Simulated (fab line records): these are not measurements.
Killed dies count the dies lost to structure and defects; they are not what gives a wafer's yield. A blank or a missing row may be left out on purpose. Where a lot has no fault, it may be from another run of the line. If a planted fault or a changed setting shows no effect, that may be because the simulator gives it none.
Matching of chambers	flow n5-finfet	N5_ILD0_ALD_15 on ald-sin-03: 4 sister chambers
The step deposits SiNx, target thk 24 nm, pulse time 1 s, ald cycles 480. 18 wafers are shown with their chamber, then 9 later ones without.

## WAFERS PAIRED WITH THEIR CHAMBERS
wafer	chamber	heater-power-w (W)	precursor-pulse-height-rel
L076.4	3	833	0.999
L076.5	2	1162	0.996
L076.6	1	767	1.014
L090.3	3	850	0.962
L090.5	1	731	1.003
L090.6	2	1066	0.998
L091.1	1	719	1.012
L091.2	2	1071	0.941
L091.3	0	779	1.003
L092.1	3	833	0.992
L092.2	0	784	0.994
L092.5	1	737	0.995
L093.1	2	1067	1.020
L093.2	0	795	0.993
L093.3	1	725	0.986
L093.4	3	830	0.973
L093.5	2	1065	0.995
L093.6	3	830	1.010

SIGNATURES, as means of the wafers listed above
reading	chamber 0	chamber 1	chamber 2	chamber 3	scatter within a chamber
heater-power-w	786.00	735.80	1086.20	835.20	25.4
precursor-pulse-height-rel	0.99667	1.00200	0.99000	0.98720	0.0199
Rule: a wafer lies at a distance from a chamber equal to the root of the sum of squares, over the readings, of (its reading less the chamber's mean, divided by the reading's scatter). The wafer belongs to the nearest chamber; if the next one is less than 2 further off, it can't be placed. The scatter: the root of (the sum of the squares of (reading less its chamber's mean) over the shown wafers, divided by (wafers less chambers)).

## WAFERS WITH NO CHAMBER GIVEN
wafer	heater-power-w (W)	precursor-pulse-height-rel
L094.1	815	1.004
L094.5	787	1.015
L094.6	718	0.998
L095.4	810	0.991
L095.5	1079	1.009
L095.6	722	0.962
L097.3	828	0.997
L097.4	750	1.023
L097.5	799	0.962

## WHICH CHAMBER EACH ONE RAN IN
wafer	from the rows above	in truth
L094.1	can't be placed: 3 or 0 or 1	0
L094.5	can't be placed: 0 or 1 or 3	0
L094.6	can't be placed: 1 or 0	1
L095.4	can't be placed: 0 or 3 or 1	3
L095.5	2	2
L095.6	can't be placed: 1 or 0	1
L097.3	can't be placed: 3 or 0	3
L097.4	can't be placed: 1 or 0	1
L097.5	can't be placed: 0 or 3 or 1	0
Correct placement for 1 of the 9. Not placeable from these rows: 8 (in 8, the candidates include the true chamber). Placed wrongly: 0.
